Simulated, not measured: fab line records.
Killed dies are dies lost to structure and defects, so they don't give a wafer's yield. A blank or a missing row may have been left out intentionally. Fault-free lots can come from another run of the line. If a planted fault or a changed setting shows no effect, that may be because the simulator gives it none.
Lot-split experiment ; flow n5-finfet ; 7 lots, 21 wafers read, on a route of 1938 steps

## THE SPLIT
At N5_BEOL_M10_HM_DEP_02 (deposits TiN, target thk 20 nm), the setting target-thk-a was moved away from the recipe's 200 angstrom on 9 of the 21 wafers read, by -13.0% to +10.5%. All remaining wafers had this setting at the recipe value.

## FROM THE SPLIT TO THE READING: what the file shows between them, 4 steps
- N5_BEOL_M10_COAT_59: time 60 s, resist thk 100 nm
- N5_BEOL_M10_COAT_60: time 60 s, resist thk 30 nm
- N5_BEOL_M10_STRIP_68: strips in N2/H2
- N5_BEOL_M10_STRIP_67: strips in CF4

## THE READING
etch.depth-nm (the simulator's own value, which no gauge read), in nm, at N5_BEOL_M10_HM_OPEN_17 (chemistry Cl2/BCl3, target TiN, target depth 20 nm, overetch 6 nm). The file gives no usual value for it. Across the 12 wafers here that went through the recipe, the average is 20.23 nm and the standard deviation 0.3 nm.

wafer;tool, chamber at the split;target-thk-a as run, angstrom;against the recipe;etch.depth-nm, nm;against lot-mates on the recipe
L075.1;pvd-sputter-03, -;200;recipe;20.3;-
L075.3;pvd-sputter-03, -;200;recipe;20.42;-
L075.4;pvd-sputter-03, -;200;recipe;20.58;-
L078.1;pvd-sputter-02, -;180;-10.0%;18.12;-2.17
L078.2;pvd-sputter-02, -;180;-10.0%;18.23;-2.06
L078.6;pvd-sputter-02, -;200;recipe;20.29;-
L085.1;pvd-sputter-03, -;174.1;-13.0%;17.43;-2.62
L085.6;pvd-sputter-03, -;174.1;-13.0%;17.43;-2.62
L085.5;pvd-sputter-03, -;200;recipe;20.05;-
L087.3;pvd-sputter-02, -;200;recipe;19.67;-
L087.4;pvd-sputter-02, -;200;recipe;20;-
L087.6;pvd-sputter-02, -;200;recipe;19.97;-
L093.3;pvd-sputter-02, -;218.6;+9.3%;22.35;+1.72
L093.4;pvd-sputter-02, -;200;recipe;20.63;-
L093.6;pvd-sputter-02, -;218.6;+9.3%;22.5;+1.87
L097.3;pvd-sputter-02, -;182.8;-8.6%;18.28;-1.79
L097.5;pvd-sputter-02, -;200;recipe;20.1;-
L097.6;pvd-sputter-02, -;200;recipe;20.04;-
L092.1;pvd-sputter-01, -;200;recipe;20.72;-
L092.3;pvd-sputter-01, -;221;+10.5%;22.55;+1.83
L092.6;pvd-sputter-01, -;221;+10.5%;22.91;+2.19

FIT RESULTS
A straight line over all 21 wafers: etch.depth-nm changes by +0.224 nm for each +1% of target-thk-a; r = +0.99; the points scatter about the line by 0.26 nm.
The same after taking each lot's own level away (the mean of its wafers on the recipe; 21 wafers): +0.2 nm for each +1%; r = +1.00; scatter 0.11 nm.
On that fit, the largest move of target-thk-a shifts the reading by 2.6 nm.
Across the lots, their own levels run from 19.880 to 20.720 nm, a range of 2.8 times the standard deviation given above.
Hence the slope depends on the lot-to-lot level, as the two fits are not the same.
Check: for one of the wafers moved furthest among these (-13.0%), held out of the fit, the line's prediction against its lot-mates is -2.62 nm. It came out at -2.62 nm against them.

## THE OTHER SPLITS THESE WAFERS WENT THROUGH
Other splits were also applied to these wafers ahead of the reading. Each is held against what the fit with the lots' levels taken away leaves over:
other split on the same wafers;wafers away from the commonest value;r with etch.depth-nm (lot level and that fit taken away)
N5_BEOL_M8_DEVELOP_10 develop-time-s;6;-0.04
N5_BEOL_M9_HM_DEP_02 target-thk-a;8;+0.02
N5_BEOL_M9_COAT_59 temp-c;6;+0.04

## THE WHOLE CHAIN: every reading that the file lists as answering this split, in the file's order
step;what it does;reading;change (the file's fit);r (the file's)
N5_BEOL_M10_HM_DEP_02;deposits TiN, target thk 20 nm;TiN_of_BEOL_M10_HM_DEP_02.thk-nm (the simulator's own value, which no gauge read);+0.202 nm for each +1% of the setting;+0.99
N5_BEOL_M10_HM_OPEN_17;chemistry Cl2/BCl3, target TiN, target depth 20 nm, overetch 6 nm;etch.depth-nm (the simulator's own value, which no gauge read);+0.201 nm for each +1% of the setting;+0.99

## FILE'S OWN FIT
etch.depth-nm changes by +0.201 nm for each +1% of target-thk-a, r = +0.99.
